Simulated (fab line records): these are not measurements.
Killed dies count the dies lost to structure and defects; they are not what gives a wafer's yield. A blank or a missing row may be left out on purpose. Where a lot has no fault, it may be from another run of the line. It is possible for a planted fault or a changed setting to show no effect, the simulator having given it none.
Split-lot experiment	flow n5-finfet	39 wafers read from 7 lots, route of 1938 steps

## ABOUT THE SPLIT
At N5_DUMMY_GATE_HM_DEP_06 (deposits SiNx from DCS/NH3, target thk 80 nm, time 5141 s), the setting target-thk-a was moved away from the recipe's 800 angstrom on 18 of the 39 wafers read, by -10.5% to +12.5%. The other wafers ran this setting at the recipe's value.

The split's own step is where the reading is taken.

## THE READING
SiNx_of_DUMMY_GATE_HM_DEP_06.thk-nm (the simulator's own value, which no gauge read), in nm, at N5_DUMMY_GATE_HM_DEP_06 (deposits SiNx from DCS/NH3, target thk 80 nm, time 5141 s). The file does not state a usual value for it. Across the 21 wafers here that went through the recipe, the average is 79.5 nm and the standard deviation 0.52 nm.

wafer	tool, chamber at the split	target-thk-a as run, angstrom	against the recipe	SiNx_of_DUMMY_GATE_HM_DEP_06.thk-nm, nm	against lot-mates on the recipe
L075.1	-, -	899.7	+12.5%	90.4	no lot-mate on the recipe
L075.2	-, -	899.7	+12.5%	90	no lot-mate on the recipe
L075.3	-, -	899.7	+12.5%	89.8	no lot-mate on the recipe
L075.4	-, -	899.7	+12.5%	89.6	no lot-mate on the recipe
L075.6	-, -	899.7	+12.5%	89.6	no lot-mate on the recipe
L075.5	-, -	899.7	+12.5%	89.2	no lot-mate on the recipe
L076.1	-, -	800	recipe	78.8	-
L076.2	-, -	800	recipe	78.8	-
L076.3	-, -	800	recipe	79.4	-
L076.4	-, -	800	recipe	79.4	-
L076.5	-, -	800	recipe	79.8	-
L076.6	-, -	800	recipe	78.6	-
L079.1	-, -	716.4	-10.5%	71.6	no lot-mate on the recipe
L079.6	-, -	716.4	-10.5%	71.6	no lot-mate on the recipe
L079.2	-, -	716.4	-10.5%	72.2	no lot-mate on the recipe
L079.4	-, -	716.4	-10.5%	72.2	no lot-mate on the recipe
L079.5	-, -	716.4	-10.5%	72.2	no lot-mate on the recipe
L079.3	-, -	716.4	-10.5%	72	no lot-mate on the recipe
L080.1	-, -	800	recipe	79.6	-
L080.2	-, -	800	recipe	79.4	-
L080.3	-, -	800	recipe	79	-
L080.5	-, -	800	recipe	79	-
L080.6	-, -	800	recipe	79	-
L080.4	-, -	800	recipe	78.8	-
L089.1	-, -	800	recipe	79.6	-
L089.2	-, -	800	recipe	80.2	-
L089.4	-, -	800	recipe	80.2	-
L089.3	-, -	800	recipe	79.8	-
L089.5	-, -	800	recipe	79.8	-
L089.6	-, -	800	recipe	80.6	-
L090.1	-, -	743.3	-7.1%	74.6	no lot-mate on the recipe
L090.2	-, -	743.3	-7.1%	74.4	no lot-mate on the recipe
L090.3	-, -	743.3	-7.1%	74.4	no lot-mate on the recipe
L090.4	-, -	743.3	-7.1%	73.6	no lot-mate on the recipe
L090.5	-, -	743.3	-7.1%	74.2	no lot-mate on the recipe
L090.6	-, -	743.3	-7.1%	73.8	no lot-mate on the recipe
L095.2	lpcvd-02, 0/20	800	recipe	79.6	-
L095.3	lpcvd-02, 0/25	800	recipe	79.8	-
L095.6	lpcvd-02, 0/39	800	recipe	79.4	-

THE FIT
A straight line over all 39 wafers: SiNx_of_DUMMY_GATE_HM_DEP_06.thk-nm changes by +0.78 nm for each +1% of target-thk-a; r = +1.00; the points scatter about the line by 0.54 nm.
Too few moved wafers have a lot-mate on the recipe to fit a line with each lot's own level taken away.

## FILE'S OWN FIT
SiNx_of_DUMMY_GATE_HM_DEP_06.thk-nm changes by +0.78 nm for each +1% of target-thk-a, r = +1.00.
